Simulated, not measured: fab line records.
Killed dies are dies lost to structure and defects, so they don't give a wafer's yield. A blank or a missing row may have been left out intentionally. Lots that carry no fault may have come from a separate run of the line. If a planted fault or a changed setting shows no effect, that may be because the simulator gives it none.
Matching of chambers + flow n5 finfet + 4 sister chambers for N5_BEOL_M9_DESCUM_16 on rie diel-01
The step chemistry O2, time 7.9 s. 14 wafers are shown with their chamber, then 7 later ones without.

== WAFERS, EACH WITH ITS CHAMBER ==
| wafer  | chamber | showerhead plenum p Torr (Torr) | oes product au (a.u.) | throttle valve pct (%) |
|--------|---------|---------------------------------|-----------------------|------------------------|
| L654.3 | 0       | 2.07                            | 0.69                  | 20.7                   |
| L654.5 | 2       | 2.20                            | 0.74                  | 20.7                   |
| L654.6 | 3       | 2.09                            | 0.77                  | 20.8                   |
| L657.2 | 0       | 2.07                            | 0.69                  | 20.7                   |
| L657.3 | 1       | 2.11                            | 0.94                  | 20.2                   |
| L657.4 | 2       | 2.19                            | 0.72                  | 20.7                   |
| L661.2 | 0       | 2.07                            | 0.69                  | 20.8                   |
| L661.4 | 1       | 2.11                            | 0.92                  | 20.3                   |
| L661.6 | 2       | 2.19                            | 0.72                  | 20.7                   |
| L666.2 | 1       | 2.11                            | 0.90                  | 20.2                   |
| L666.4 | 3       | 2.08                            | 0.75                  | 20.8                   |
| L666.6 | 1       | 2.11                            | 0.89                  | 20.3                   |
| L668.1 | 2       | 2.19                            | 0.70                  | 20.8                   |
| L668.2 | 1       | 2.11                            | 0.90                  | 20.3                   |

SIGNATURES (means of the wafers above)
| reading                  | chamber 0 | chamber 1 | chamber 2 | chamber 3 | scatter within a chamber |
|--------------------------|-----------|-----------|-----------|-----------|--------------------------|
| showerhead plenum p Torr | 2.0700    | 2.1100    | 2.1925    | 2.0850    | 0.00354                  |
| oes product au           | 0.6900    | 0.9100    | 0.7200    | 0.7600    | 0.0161                   |
| throttle valve pct       | 20.733    | 20.260    | 20.725    | 20.800    | 0.0512                   |
Rule: for a wafer and a chamber, the distance is found by dividing, reading by reading, the gap between the wafer's reading and the chamber's mean by the reading's scatter, squaring, summing and taking the root. The wafer belongs to the nearest chamber; if the next one is less than 2 further off, it can't be placed. The scatter: take each reading less its chamber's mean, square it, sum over the shown wafers, divide by the number of wafers less the number of chambers, and take the root.

== WAFERS MISSING THEIR CHAMBER ==
| wafer  | showerhead plenum p Torr (Torr) | oes product au (a.u.) | throttle valve pct (%) |
|--------|---------------------------------|-----------------------|------------------------|
| L668.3 | 2.08                            | 0.75                  | 20.8                   |
| L667.1 | 2.11                            | 0.90                  | 20.3                   |
| L667.2 | 2.18                            | 0.70                  | 20.8                   |
| L667.3 | 2.08                            | 0.75                  | 20.8                   |
| L677.2 | 2.07                            | 0.73                  | 20.8                   |
| L677.4 | 2.06                            | 0.92                  | 20.4                   |
| L677.5 | 2.10                            | 0.86                  | 20.3                   |

== EACH ONE'S CHAMBER ==
| wafer  | from the rows above          | in truth |
|--------|------------------------------|----------|
| L668.3 | 3                            | 3        |
| L667.1 | 1                            | 1        |
| L667.2 | 2                            | 2        |
| L667.3 | 3                            | 3        |
| L677.2 | can't be placed: 0 or 3      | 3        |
| L677.4 | can't be placed: 1 or 3 or 0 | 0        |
| L677.5 | 1                            | 1        |
5 of 7 placed correctly. These rows do not allow placing 2 (true chamber among the candidates in 2). Wrongly placed: 0.
